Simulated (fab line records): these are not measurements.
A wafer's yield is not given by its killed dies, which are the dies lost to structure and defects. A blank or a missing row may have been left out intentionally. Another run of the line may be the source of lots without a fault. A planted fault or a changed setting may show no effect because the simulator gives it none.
fab line records	flow nandHarc
[record] lots = 24	wafers = 72	lastDay = 25
route steps=1159 shown A_SLIT@799 A_CONTACT@858
lots untouched by any fault: they come from a run of this same line in which no faults occurred
startH: hours from the record's opening day to when the first of the lot's shown wafers began	waitH: time in hours since the lot's previous step	" the same as in the row above	L1.1+2: one row covering several wafers at once	- either no value or no given start	* or withheld: withheld	< > ~ a bound
route shown NAME@n: a module of which the file shows steps, and the number in the route of the first	usual: mean/standard deviation taken from wafers without a fault	same: alike in all rows	chamber/n: place in a boat	sites: each site's reading	_std_site: the standard deviation of these	_edge_site: inner sites' mean taken away from outer sites' mean	radiusMm: how far each site lies from the wafer's centre	mask NAME#n: copy n	behind: the most recent tool/chamber to have shaped the wafer	hold: why the lot went on hold/how many hours it stayed there/how the hold came to an end	device: whichever transistor did not switch (one of n, p or np)	end of line: the route-end tests of the same wafers	a step without rows: its recipe alone	killed: dies that structure and defects cost at the first sort, which is not the same as the wafer's yield	map: a wafer's dies, marking killed ones x, the rest . and places with no die _
set.NAME: setting as actually run; set.NAME@STEP: the setting as run at that earlier step	model.NAME: the simulator's own value behind a step, which no gauge read
a sample of lots followed through the steps of the route, with each step as a table and each wafer as a row
services: when a tool's chamber went out of use (startH, in hours from the record's first day, below 0 if earlier), for how many hours, and the reason
[[steps]]
[step NHARC_A_SLIT_ETCH_29]
[recipe] targetDepthA = 1000	overetchA = 100	timeS = 55	ionEnergyEv = 100	cf4FlowSccm = 80	o2FlowSccm = 20	arFlowSccm = 0	rfW = 300	biasW = 100	chemistry = CF4/O2
[usual] drypumpMotorCurrentA = 5.8/0.52	oes_f_703_au = 1.000/0.0049	oesProductAu = 1.002/0.011	rfFwdPowerW = 297.2/1.2	rfVppV = 197.9/1.5	showerheadPlenumPTorr = 1.33/0.071	throttleValvePct = 13.397/0.0084
lot.wafer	tool	chamber	startH	waitH	drypumpMotorCurrentA	oes_f_703_au	oesProductAu	rfFwdPowerW	rfHoursCounterH	rfVppV	showerheadPlenumPTorr	throttleValvePct
L076.2	rieDiel-01	2	325.34	0.1	6.0	0.986	1.008	296.4	0	196.4	1.27	13.397
L076.1	"	3	"	"	5.8	1.006	1.021	296.7	0	198.2	1.30	13.402
L076.5	"	3	"	"	5.8	1.004	1.019	298.2	-	196.6	1.30	13.389
L075.4	rieDiel-01	2	327.44	0.1	6.0	1.005	1.015	299.4	0	195.3	1.27	13.392
L075.6	"	2	"	"	6.0	0.998	1.017	299.4	-	195.8	1.27	13.386
L075.5	"	3	"	"	5.8	0.994	1.013	298.7	-	198.3	1.30	13.407
L074.1	rieDiel-08	3	330.60	0.1	5.6	1.003	0.989	297.0	2	197.3	1.34	13.380
L074.2	"	0	"	"	6.3	1.003	1.001	296.6	2	197.9	1.32	13.407
L074.6	"	3	"	"	5.6	0.999	0.986	297.3	-	197.5	1.34	13.378
L077.1	rieDiel-12	3	347.20	0.1	5.0	1.005	0.990	297.6	11	196.3	1.27	13.389
L077.5	"	2	"	"	5.8	1.005	0.997	297.2	-	200.4	1.44	13.392
L077.6	"	3	"	"	5.0	0.998	0.999	296.3	-	196.7	1.27	13.393
L080.3	rieDiel-01	0	349.52	0.1	6.0	0.987	1.008	296.6	2	196.2	1.25	13.402
L080.5	"	1	"	"	4.8	1.007	1.000	297.0	-	199.8	1.42	13.404
L080.6	"	2	"	"	6.0	0.995	1.006	299.7	-	197.7	1.27	13.389
L079.4	rieDiel-12	3	349.72	0.1	5.0	0.999	0.981	299.7	11	195.3	1.27	13.405
L079.1	"	0	"	"	6.5	1.006	1.003	297.5	12	199.7	1.43	13.404
L079.3	"	1	"	"	6.3	0.996	0.988	297.7	9	199.4	1.42	13.400
L078.4	rieDiel-01	1	351.16	0.1	4.8	1.001	0.998	296.1	1	198.4	1.42	13.392
L078.3	"	2	"	"	6.0	1.001	1.012	297.8	1	197.2	1.27	13.402
L078.2	"	3	"	"	5.8	0.995	1.024	298.2	2	196.7	1.30	13.406
L081.2	rieDiel-01	2	363.96	0.1	6.0	1.008	1.013	297.3	2	196.5	1.27	13.391
L081.4	"	0	"	"	6.0	0.990	1.019	295.3	3	197.8	1.25	13.410
L081.5	"	3	"	"	5.8	0.994	1.018	297.4	-	197.0	1.30	13.389
L084.4	rieDiel-08	1	377.43	0.1	6.0	1.002	0.995	296.7	6	196.7	1.25	13.390
L084.2	"	0	"	"	6.3	1.002	0.996	296.1	6	197.9	1.32	13.403
L084.6	"	2	"	"	5.4	0.997	0.975	298.1	-	196.9	1.29	13.406
L082.1	rieDiel-01	0	378.16	0.1	6.0	1.004	1.001	295.8	4	195.7	1.25	13.397
L082.2	"	2	"	"	6.0	0.998	1.018	298.9	4	196.8	1.27	13.392
L082.3	"	3	"	"	5.8	0.999	1.022	297.7	4	197.0	1.30	13.389
L083.1	rieDiel-08	1	379.10	0.1	6.0	1.001	1.009	296.6	6	195.4	1.25	13.398
L083.4	"	3	"	"	5.6	0.999	0.995	295.3	7	197.7	1.34	13.403
L083.6	"	0	"	"	6.3	0.999	1.003	295.8	-	198.4	1.32	13.409
L085.4	rieDiel-12	3	396.19	0.1	5.0	1.008	1.007	298.7	1	196.1	1.27	13.393
L085.1	"	1	"	"	6.3	1.000	1.009	296.9	0	199.0	1.42	13.389
L085.2	"	2	"	"	5.8	0.996	0.991	297.2	1	200.2	1.44	13.398
L088.4	rieDiel-01	3	397.93	0.1	5.8	1.001	1.019	298.1	5	197.6	1.30	13.400
L088.6	"	0	"	"	6.0	0.994	1.010	294.8	-	196.3	1.25	13.399
L088.5	"	1	"	"	4.8	1.002	1.016	296.9	-	200.3	1.41	13.400
L086.1	rieDiel-01	1	409.13	0.4	4.8	0.999	1.005	296.4	6	198.9	1.41	13.400
L086.4	"	3	"	"	5.8	1.001	1.025	296.7	6	197.1	1.30	13.395
L086.5	"	1	"	"	4.8	0.999	1.005	296.3	-	198.5	1.41	13.389
L090.2	rieDiel-12	3	419.06	0.1	5.0	1.007	1.001	297.7	4	197.0	1.27	13.393
L090.1	"	0	"	"	6.5	1.000	0.992	298.2	4	199.6	1.43	13.408
L090.4	"	2	"	"	5.8	1.007	0.990	298.1	3	199.7	1.43	13.396
L087.4	rieDiel-08	3	420.24	0.1	5.6	1.004	0.983	296.8	9	197.7	1.34	13.390
L087.1	"	0	"	"	6.3	0.990	1.004	295.6	8	196.2	1.32	13.406
L087.2	"	1	"	"	6.0	1.004	0.997	296.9	8	196.3	1.25	13.386
L089.2	rieDiel-12	3	421.03	0.1	5.0	0.996	0.997	298.2	4	197.9	1.27	13.401
L089.1	"	0	"	"	6.5	1.004	0.996	297.4	4	199.0	1.43	13.411
L089.5	"	1	"	"	6.3	0.999	0.999	296.6	-	201.1	1.42	13.403
L091.3	rieDiel-08	0	422.44	0.1	6.3	1.002	1.005	298.0	8	198.9	1.32	13.377
L091.2	"	1	"	"	6.0	1.002	1.000	295.0	8	195.3	1.25	13.408
L091.6	"	3	"	"	5.6	0.999	0.992	297.9	-	198.5	1.34	13.406
L093.3	rieDiel-08	1	439.10	0.1	5.9	0.999	0.994	295.8	9	197.3	1.25	13.387
L093.5	"	1	"	"	5.9	0.991	1.000	295.4	-	196.6	1.25	13.406
L093.6	"	2	"	"	5.3	0.993	0.992	297.2	-	197.8	1.29	13.402
L094.2	rieDiel-12	0	440.76	0.1	6.5	0.998	0.980	296.6	6	200.2	1.43	13.396
L094.1	"	3	"	"	5.0	1.005	0.995	296.6	6	197.4	1.27	13.399
L094.6	"	1	"	"	6.2	1.003	0.993	299.6	-	199.9	1.42	13.404
L095.3	rieDiel-12	3	442.46	0.1	5.0	0.999	1.001	298.3	6	195.1	1.27	13.402
L095.5	"	2	"	"	5.8	0.995	0.996	297.9	-	198.9	1.43	13.389
L095.6	"	3	"	"	5.0	1.007	0.997	298.2	-	195.7	1.27	13.406
L092.4	rieDiel-01	0	443.03	0.1	6.1	1.000	1.013	295.6	9	195.6	1.25	13.418
L092.3	"	1	"	"	4.8	1.000	1.008	296.6	9	199.4	1.41	13.402
L092.1	"	2	"	"	6.0	0.999	1.002	298.5	8	197.0	1.27	13.402
L096.1	rieDiel-01	3	456.28	0.1	5.8	1.005	1.017	297.6	9	198.1	1.30	13.391
L096.2	"	0	"	"	6.1	0.999	1.001	295.8	9	195.5	1.25	13.387
L096.4	"	2	"	"	6.0	1.003	1.003	298.6	9	197.0	1.27	13.396
L097.1	rieDiel-12	3	468.17	0.1	5.0	1.005	0.996	295.9	8	197.1	1.27	13.387
L097.4	"	1	"	"	6.2	1.005	1.002	299.0	8	200.5	1.42	13.398
L097.2	"	2	"	"	5.8	0.998	0.987	297.7	7	199.6	1.43	13.399
[step NHARC_A_CONTACT_ETCH_48]
[recipe] targetDepthA = 390	overEtchFrac = 0.3	timeS = 65	ionEnergyEv = 80	cf4FlowSccm = 150	arFlowSccm = 0	rfW = 300	biasW = 100	chemistry = CF4
[usual] drypumpMotorCurrentA = 5.81/0.27	oesProductAu = 0.999/0.0096	rfFwdPowerW = 297.3/0.99	rfVppV = 151.0/1.2	showerheadPlenumPTorr = 1.75/0.076	throttleValvePct = 13.284/0.0097
lot.wafer	tool	chamber	startH	waitH	drypumpMotorCurrentA	oesProductAu	rfFwdPowerW	rfHoursCounterH	rfVppV	showerheadPlenumPTorr	throttleValvePct
L075.4	rieDiel-09	0	365.54	0.1	5.76	1.002	296.6	19	149.7	1.68	13.278
L075.6	"	0	"	"	5.77	1.014	296.3	-	149.4	1.68	13.278
L075.5	"	1	"	"	5.46	0.999	296.2	-	150.2	1.68	13.282
L076.2	rieDiel-09	2	368.85	0.1	6.00	0.987	297.0	19	148.7	1.64	13.273
L076.1	"	0	"	"	5.78	0.991	295.5	20	150.0	1.68	13.270
L076.5	"	3	"	"	6.07	1.009	298.1	-	150.9	1.79	13.300
L074.1	rieDiel-03	0	378.46	0.1	5.90	0.990	298.1	52	151.9	1.76	13.288
L074.2	"	1	"	"	5.65	1.004	298.0	51	151.2	1.77	13.289
L074.6	"	1	"	"	5.65	0.998	298.1	-	151.5	1.77	13.281
L079.4	rieDiel-09	0	395.26	0.1	5.75	0.995	296.1	25	150.7	1.68	13.276
L079.3	"	1	"	"	5.46	1.013	297.4	23	149.4	1.67	13.278
L079.1	"	3	"	"	6.10	1.012	297.6	27	151.6	1.79	13.271
L080.3	rieDiel-09	3	400.04	0.1	6.08	1.008	298.7	28	149.8	1.79	13.296
L080.5	"	2	"	"	6.02	0.980	295.8	-	149.6	1.64	13.290
L080.6	"	3	"	"	6.11	1.000	297.0	-	151.6	1.79	13.285
L077.1	rieDiel-09	0	401.89	0.1	5.77	0.990	295.8	26	150.1	1.68	13.287
L077.5	"	1	"	"	5.47	1.008	296.3	-	150.2	1.67	13.273
L077.6	"	2	"	"	5.99	0.991	296.9	-	150.6	1.64	13.282
L078.4	rieDiel-09	1	409.33	0.1	5.45	1.007	296.7	26	151.8	1.67	13.290
L078.3	"	2	"	"	5.99	0.978	297.5	27	149.3	1.64	13.288
L078.2	"	3	"	"	6.10	1.006	298.7	30	151.9	1.79	13.285
L081.2	rieDiel-03	1	412.71	0.1	5.65	0.969	297.6	3	151.2	1.77	13.279
L081.4	"	3	"	"	5.72	1.009	298.6	3	148.3	1.69	13.281
L081.5	"	1	"	"	5.66	0.983	298.5	-	151.3	1.77	13.276
L082.2	rieDiel-03	0	425.28	0.1	5.90	0.982	298.1	9	152.0	1.75	13.277
L082.3	"	1	"	"	5.64	0.987	297.5	9	151.1	1.77	13.290
L082.1	"	3	"	"	5.74	1.003	299.3	9	151.1	1.69	13.276
L083.1	rieDiel-09	3	425.47	0.1	6.08	1.013	299.2	33	151.1	1.79	13.273
L083.4	"	1	"	"	5.45	1.006	296.5	28	150.2	1.67	13.275
L083.6	"	2	"	"	5.98	0.997	297.0	-	150.4	1.64	13.285
L084.4	rieDiel-03	3	429.16	0.1	5.73	1.005	296.8	10	148.5	1.69	13.303
L084.2	"	0	"	"	5.93	0.992	298.4	11	153.3	1.75	13.308
L084.6	"	1	"	"	5.65	0.990	297.5	-	150.9	1.77	13.279
L088.4	rieDiel-03	1	439.68	0.2	5.65	0.991	297.8	15	150.7	1.77	13.279
L088.6	"	1	"	"	5.64	0.984	297.2	-	150.2	1.77	13.285
L088.5	"	2	"	"	5.87	0.999	299.0	-	152.3	1.82	13.274
L085.4	rieDiel-03	3	440.48	0.6	5.72	1.009	298.9	15	149.8	1.68	13.277
L085.2	"	0	"	"	5.90	1.004	298.5	16	150.9	1.75	13.275
L085.1	"	1	"	"	5.65	0.988	296.9	15	151.0	1.77	13.277
L086.1	rieDiel-09	2	452.70	0.1	5.97	0.996	295.7	2	152.4	1.91	13.284
L086.4	"	1	"	"	5.46	1.003	296.3	2	150.4	1.67	13.293
L086.5	"	2	"	"	5.97	1.000	296.3	-	153.2	1.91	13.284
L090.2	rieDiel-03	0	463.07	0.1	5.91	0.988	297.8	27	150.9	1.75	13.301
L090.4	"	1	"	"	5.64	0.998	295.1	27	149.8	1.76	13.277
L090.1	"	2	"	"	5.88	1.016	296.7	25	153.1	1.82	13.297
L087.4	rieDiel-09	2	464.24	0.1	6.00	0.991	297.2	4	152.3	1.91	13.304
L087.2	"	3	"	"	6.11	1.003	297.8	4	152.2	1.79	13.288
L087.1	"	0	"	"	5.77	1.010	296.0	5	150.4	1.68	13.274
L089.2	rieDiel-02	1	465.36	0.1	5.09	0.999	297.8	49	153.1	1.89	13.287
L089.1	"	3	"	"	6.46	0.996	297.6	47	152.4	1.89	13.284
L089.5	"	1	"	"	5.07	1.004	296.6	-	154.1	1.89	13.257
L091.2	rieDiel-03	1	470.12	0.1	5.66	0.986	299.6	29	149.3	1.76	13.286
L091.3	"	2	"	"	5.87	0.995	297.1	27	152.2	1.82	13.286
L091.6	"	1	"	"	5.65	0.986	298.1	-	151.1	1.76	13.296
L093.3	rieDiel-02	1	484.14	0.5	5.09	1.000	297.8	52	152.7	1.89	13.286
L093.5	"	1	"	"	5.07	0.997	298.0	-	153.3	1.89	13.298
L093.6	"	2	"	"	5.66	1.007	297.2	-	149.8	1.70	13.273
L094.1	rieDiel-09	0	488.46	0.1	5.77	1.003	297.3	9	148.4	1.68	13.277
L094.2	"	1	"	"	5.47	0.988	296.4	9	150.3	1.67	13.277
L094.6	"	0	"	"	5.78	1.006	296.4	-	149.9	1.68	13.295
L092.3	rieDiel-02	2	489.62	0.1	5.64	1.005	294.8	56	151.0	1.70	13.281
L092.1	"	0	"	"	6.30	1.006	298.7	55	150.8	1.70	13.287
L092.4	"	1	"	"	5.06	1.012	296.3	53	153.1	1.89	13.276
L095.3	rieDiel-09	0	493.56	0.1	5.77	1.000	297.2	10	150.3	1.68	13.262
L095.6	"	2	"	"	5.98	0.994	296.7	-	152.9	1.91	13.288
L095.5	"	3	"	"	6.10	1.009	297.2	-	153.2	1.79	13.290
L096.2	rieDiel-03	3	504.44	0.1	5.73	1.004	296.5	39	152.2	1.68	13.291
L096.4	"	0	"	"	5.87	0.996	298.5	38	151.4	1.75	13.271
L096.1	"	1	"	"	5.64	0.991	298.0	41	150.8	1.76	13.294
L097.4	rieDiel-03	3	517.31	0.1	5.73	1.009	296.8	45	150.3	1.68	13.296
L097.2	"	0	"	"	5.88	0.984	297.9	45	151.6	1.74	13.287
L097.1	"	1	"	"	5.66	0.995	296.6	46	150.9	1.76	13.291
[step NHARC_A_CONTACT_ETCH_119]
[recipe] sourceW = withheld	pressureMtorr = 20	biasV = 3000	timeS = 94	targetDepthA = 9220	arFlowSccm = withheld	c4f8FlowSccm = withheld	o2FlowSccm = withheld	chemistry = C4F8/O2/Ar
lot.wafer	tool	chamber	startH	waitH	rfHoursCounterH
L075.4	harCapEtch-03	1	367.89	0.1	-
L075.6	"	0	"	"	-
L075.5	"	1	"	"	-
L076.1	harCapEtch-01	1	370.85	0.1	55
L076.2	"	0	"	"	55
L076.5	"	1	"	"	-
L074.2	harCapEtch-03	0	380.87	0.1	86
L074.1	"	1	"	"	86
L074.6	"	1	"	"	-
L079.1	harCapEtch-02	0	397.36	0.1	11
L079.3	"	1	"	"	-
L079.4	"	0	"	"	-
L080.3	harCapEtch-01	1	402.18	0.1	-
L080.6	"	0	"	"	-
L080.5	"	1	"	"	-
L077.1	harCapEtch-03	1	404.18	0.1	89
L077.6	"	0	"	"	-
L077.5	"	1	"	"	-
L078.2	harCapEtch-02	1	411.60	0.1	14
L078.3	"	1	"	"	-
L078.4	"	0	"	"	-
L081.2	harCapEtch-02	1	415.01	0.1	15
L081.4	"	0	"	"	-
L081.5	"	0	"	"	-
L083.1	harCapEtch-03	0	427.47	0.1	92
L083.4	"	1	"	"	-
L083.6	"	1	"	"	-
L082.2	harCapEtch-01	0	427.64	0.1	65
L082.1	"	1	"	"	65
L082.3	"	1	"	"	-
L084.2	harCapEtch-03	0	431.50	0.1	93
L084.4	"	1	"	"	-
L084.6	"	0	"	"	-
L088.4	harCapEtch-03	1	443.16	0.1	-
L088.5	"	1	"	"	-
L088.6	"	0	"	"	-
L085.2	harCapEtch-01	0	443.47	0.1	68
L085.1	"	1	"	"	68
L085.4	"	0	"	"	-
L086.1	harCapEtch-03	0	455.01	0.1	97
L086.4	"	1	"	"	-
L086.5	"	1	"	"	-
L090.2	harCapEtch-02	0	465.09	0.1	24
L090.1	"	1	"	"	24
L090.4	"	0	"	"	-
L087.2	harCapEtch-01	0	466.59	0.1	72
L087.1	"	1	"	"	72
L087.4	"	0	"	"	-
L089.1	harCapEtch-03	0	467.64	0.1	99
L089.2	"	1	"	"	99
L089.5	"	1	"	"	-
L091.2	harCapEtch-01	1	472.15	0.1	74
L091.3	"	0	"	"	-
L091.6	"	0	"	"	-
L093.3	harCapEtch-03	0	486.50	0.1	-
L093.6	"	0	"	"	-
L093.5	"	1	"	"	-
L094.2	harCapEtch-02	1	490.47	0.1	28
L094.1	"	0	"	"	28
L094.6	"	0	"	"	-
L092.1	harCapEtch-03	0	491.71	0.1	104
L092.4	"	1	"	"	-
L092.3	"	0	"	"	-
L095.3	harCapEtch-02	0	495.59	0.1	-
L095.5	"	0	"	"	-
L095.6	"	1	"	"	-
L096.2	harCapEtch-01	1	506.45	0.1	81
L096.1	"	0	"	"	81
L096.4	"	1	"	"	-
L097.2	harCapEtch-02	1	519.37	0.1	33
L097.1	"	0	"	"	33
L097.4	"	1	"	"	-
[step NHARC_A_CONTACT_ETCH_121]
[recipe] sourceW = withheld	pressureMtorr = 20	biasV = 3000	timeS = 94	targetDepthA = 9220	arFlowSccm = withheld	c4f8FlowSccm = withheld	o2FlowSccm = withheld	chemistry = C4F8/O2/Ar
lot.wafer	tool	chamber	startH	waitH	rfHoursCounterH
L075.4	harCapEtch-03	1	368.13	0.1	-
L075.6	"	0	"	"	-
L075.5	"	1	"	"	-
L076.1	harCapEtch-01	1	371.04	0.1	56
L076.2	"	0	"	"	56
L076.5	"	1	"	"	-
L074.2	harCapEtch-03	0	381.12	0.1	86
L074.1	"	1	"	"	86
L074.6	"	1	"	"	-
L079.1	harCapEtch-02	0	397.54	0.1	11
L079.3	"	1	"	"	-
L079.4	"	0	"	"	-
L080.3	harCapEtch-01	1	402.36	0.1	-
L080.6	"	0	"	"	-
L080.5	"	1	"	"	-
L077.1	harCapEtch-03	1	404.43	0.1	89
L077.6	"	0	"	"	-
L077.5	"	1	"	"	-
L078.2	harCapEtch-02	1	411.85	0.1	14
L078.3	"	1	"	"	-
L078.4	"	0	"	"	-
L081.2	harCapEtch-02	1	415.26	0.1	15
L081.4	"	0	"	"	-
L081.5	"	0	"	"	-
L083.1	harCapEtch-03	0	427.65	0.1	92
L083.4	"	1	"	"	-
L083.6	"	1	"	"	-
L082.2	harCapEtch-01	0	427.82	0.1	65
L082.1	"	1	"	"	65
L082.3	"	1	"	"	-
L084.2	harCapEtch-03	0	431.74	0.1	94
L084.4	"	1	"	"	-
L084.6	"	0	"	"	-
L088.4	harCapEtch-03	1	443.48	0.1	-
L088.5	"	1	"	"	-
L088.6	"	0	"	"	-
L085.2	harCapEtch-01	0	443.65	0.1	69
L085.1	"	1	"	"	69
L085.4	"	0	"	"	-
L086.1	harCapEtch-03	0	455.25	0.1	97
L086.4	"	1	"	"	-
L086.5	"	1	"	"	-
L090.2	harCapEtch-02	0	465.27	0.1	24
L090.1	"	1	"	"	24
L090.4	"	0	"	"	-
L087.2	harCapEtch-01	0	466.77	0.1	73
L087.1	"	1	"	"	73
L087.4	"	0	"	"	-
L089.1	harCapEtch-03	0	467.88	0.1	99
L089.2	"	1	"	"	99
L089.5	"	1	"	"	-
L091.2	harCapEtch-01	1	472.33	0.1	74
L091.3	"	0	"	"	-
L091.6	"	0	"	"	-
L093.3	harCapEtch-03	0	486.74	0.1	-
L093.6	"	0	"	"	-
L093.5	"	1	"	"	-
L094.2	harCapEtch-02	1	490.66	0.1	28
L094.1	"	0	"	"	28
L094.6	"	0	"	"	-
L092.1	harCapEtch-03	0	491.89	0.1	104
L092.4	"	1	"	"	-
L092.3	"	0	"	"	-
L095.3	harCapEtch-02	0	495.77	0.1	-
L095.5	"	0	"	"	-
L095.6	"	1	"	"	-
L096.2	harCapEtch-01	1	506.63	0.1	81
L096.1	"	0	"	"	81
L096.4	"	1	"	"	-
L097.2	harCapEtch-02	1	519.55	0.1	33
L097.1	"	0	"	"	33
L097.4	"	1	"	"	-
[step NHARC_A_CONTACT_ETCH_122]
[recipe] sourceW = withheld	pressureMtorr = 20	biasV = 3000	timeS = 95	targetDepthA = 9300	arFlowSccm = withheld	c4f8FlowSccm = withheld	o2FlowSccm = withheld	chemistry = C4F8/O2/Ar
lot.wafer	tool	chamber	startH	waitH	rfHoursCounterH
L075.4	harCapEtch-03	1	368.25	0.1	-
L075.6	"	0	"	"	-
L075.5	"	1	"	"	-
L076.1	harCapEtch-01	1	371.13	0.1	56
L076.2	"	0	"	"	56
L076.5	"	1	"	"	-
L074.2	harCapEtch-03	0	381.24	0.1	86
L074.1	"	1	"	"	86
L074.6	"	1	"	"	-
L079.1	harCapEtch-02	0	397.64	0.1	11
L079.3	"	1	"	"	-
L079.4	"	0	"	"	-
L080.3	harCapEtch-01	1	402.45	0.1	-
L080.6	"	0	"	"	-
L080.5	"	1	"	"	-
L077.1	harCapEtch-03	1	404.55	0.1	89
L077.6	"	0	"	"	-
L077.5	"	1	"	"	-
L078.2	harCapEtch-02	1	411.97	0.1	14
L078.3	"	1	"	"	-
L078.4	"	0	"	"	-
L081.2	harCapEtch-02	1	415.38	0.1	15
L081.4	"	0	"	"	-
L081.5	"	0	"	"	-
L083.1	harCapEtch-03	0	427.74	0.1	92
L083.4	"	1	"	"	-
L083.6	"	1	"	"	-
L082.2	harCapEtch-01	0	427.91	0.1	65
L082.1	"	1	"	"	65
L082.3	"	1	"	"	-
L084.2	harCapEtch-03	0	431.87	0.1	94
L084.4	"	1	"	"	-
L084.6	"	0	"	"	-
L088.4	harCapEtch-03	1	443.64	0.1	-
L088.5	"	1	"	"	-
L088.6	"	0	"	"	-
L085.2	harCapEtch-01	0	443.74	0.1	69
L085.1	"	1	"	"	69
L085.4	"	0	"	"	-
L086.1	harCapEtch-03	0	455.37	0.1	97
L086.4	"	1	"	"	-
L086.5	"	1	"	"	-
L090.2	harCapEtch-02	0	465.36	0.1	24
L090.1	"	1	"	"	24
L090.4	"	0	"	"	-
L087.2	harCapEtch-01	0	466.87	0.1	73
L087.1	"	1	"	"	73
L087.4	"	0	"	"	-
L089.1	harCapEtch-03	0	468.00	0.1	99
L089.2	"	1	"	"	99
L089.5	"	1	"	"	-
L091.2	harCapEtch-01	1	472.43	0.1	74
L091.3	"	0	"	"	-
L091.6	"	0	"	"	-
L093.3	harCapEtch-03	0	486.86	0.1	-
L093.6	"	0	"	"	-
L093.5	"	1	"	"	-
L094.2	harCapEtch-02	1	490.75	0.1	28
L094.1	"	0	"	"	28
L094.6	"	0	"	"	-
L092.1	harCapEtch-03	0	491.98	0.1	104
L092.4	"	1	"	"	-
L092.3	"	0	"	"	-
L095.3	harCapEtch-02	0	495.87	0.1	-
L095.5	"	0	"	"	-
L095.6	"	1	"	"	-
L096.2	harCapEtch-01	1	506.73	0.1	81
L096.1	"	0	"	"	81
L096.4	"	1	"	"	-
L097.2	harCapEtch-02	1	519.64	0.1	33
L097.1	"	0	"	"	33
L097.4	"	1	"	"	-
[step NHARC_A_CONTACT_CD_MEAS_69]
[recipe] targetCdNm = 200	landingEnergyEv = 500
[usual] cdNm = 200.1/0.38
lot.wafer	tool	chamber	startH	waitH	cdNm
L075.4	cdSem-02	0	376.13	-	199.5
L075.5	"	0	"	"	200.0
L075.6	"	0	"	"	199.3
L076.1	cdSem-03	0	376.89	-	200.0
L076.2	"	0	"	"	200.1
L076.5	"	0	"	"	199.8
L074.1	cdSem-01	0	385.85	-	199.8
L074.2	"	0	"	"	199.9
L074.6	"	0	"	"	200.1
L079.1	cdSem-01	0	401.79	-	200.2
L079.3	"	0	"	"	200.6
L079.4	"	0	"	"	200.5
L080.3	cdSem-02	0	406.70	-	199.6
L080.5	"	0	"	"	200.1
L080.6	"	0	"	"	200.1
L077.1	cdSem-01	0	411.59	-	199.9
L077.5	"	0	"	"	200.1
L077.6	"	0	"	"	200.0
L078.2	cdSem-03	0	420.99	-	200.2
L078.3	"	0	"	"	200.2
L078.4	"	0	"	"	200.4
L081.2	cdSem-02	0	422.66	-	199.6
L081.4	"	0	"	"	200.1
L081.5	"	0	"	"	200.6
L083.1	cdSem-02	0	435.04	-	199.9
L083.4	"	0	"	"	200.6
L083.6	"	0	"	"	200.2
L082.1	cdSem-02	0	435.52	-	199.7
L082.2	"	0	"	"	200.6
L082.3	"	0	"	"	200.4
L084.2	cdSem-03	0	439.08	-	200.3
L084.4	"	0	"	"	200.7
L084.6	"	0	"	"	200.2
L085.1	cdSem-03	0	448.73	-	200.0
L085.2	"	0	"	"	200.2
L085.4	"	0	"	"	200.6
L088.4	cdSem-03	0	448.98	-	200.1
L088.5	"	0	"	"	199.8
L088.6	"	0	"	"	199.7
L086.1	cdSem-03	0	459.84	-	200.4
L086.4	"	0	"	"	200.2
L086.5	"	0	"	"	200.8
L090.1	cdSem-01	0	469.69	-	200.4
L090.2	"	0	"	"	200.7
L090.4	"	0	"	"	199.9
L087.1	cdSem-03	0	471.29	-	199.9
L087.2	"	0	"	"	199.8
L087.4	"	0	"	"	200.0
L089.1	cdSem-03	0	472.55	-	199.8
L089.2	"	0	"	"	200.1
L089.5	"	0	"	"	199.6
L091.2	cdSem-02	0	476.78	-	199.7
L091.3	"	0	"	"	200.3
L091.6	"	0	"	"	200.3
L093.3	cdSem-01	0	492.95	-	200.4
L093.5	"	0	"	"	199.9
L093.6	"	0	"	"	200.8
L094.1	cdSem-03	0	494.93	-	200.6
L094.2	"	0	"	"	200.5
L094.6	"	0	"	"	199.5
L092.1	cdSem-02	0	496.28	-	200.1
L092.3	"	0	"	"	199.7
L092.4	"	0	"	"	200.0
L095.3	cdSem-01	0	502.11	-	200.8
L095.5	"	0	"	"	200.3
L095.6	"	0	"	"	200.2
L096.1	cdSem-03	0	511.06	-	200.3
L096.2	"	0	"	"	200.1
L096.4	"	0	"	"	200.3
L097.1	cdSem-03	0	525.10	-	199.9
L097.2	"	0	"	"	199.7
L097.4	"	0	"	"	200.5
[[services]]
tool	chamber	startH	hours	kind
rieDiel-08	-	301.81	9.0	pm
harCapEtch-02	-	305.00	17.0	pm
rieDiel-01	-	314.85	9.0	pm
rieDiel-12	-	322.54	0.5	repair
rieDiel-08	2	323.80	4.1	repair
rieDiel-12	1	325.28	4.4	repair
harCapEtch-02	-	331.46	12.3	repair
rieDiel-01	-	344.61	0.8	repair
rieDiel-09	2	350.26	6.1	repair
rieDiel-03	1	362.93	8.5	repair
rieDiel-12	-	379.48	9.0	pm
rieDiel-03	-	392.40	9.0	pm
rieDiel-08	2	404.82	6.8	repair
rieDiel-09	1	416.14	3.3	repair
rieDiel-01	2	417.81	4.4	repair
rieDiel-08	1	429.20	4.5	repair
rieDiel-09	-	431.41	9.0	pm
rieDiel-08	2	448.00	11.9	repair
rieDiel-08	0	460.50	2.8	repair
rieDiel-08	2	468.44	9.8	repair
rieDiel-08	-	478.81	9.0	pm
rieDiel-03	0	486.63	5.8	repair
rieDiel-01	-	491.85	9.0	pm
rieDiel-09	2	509.84	4.7	repair
[[key]]
fault none
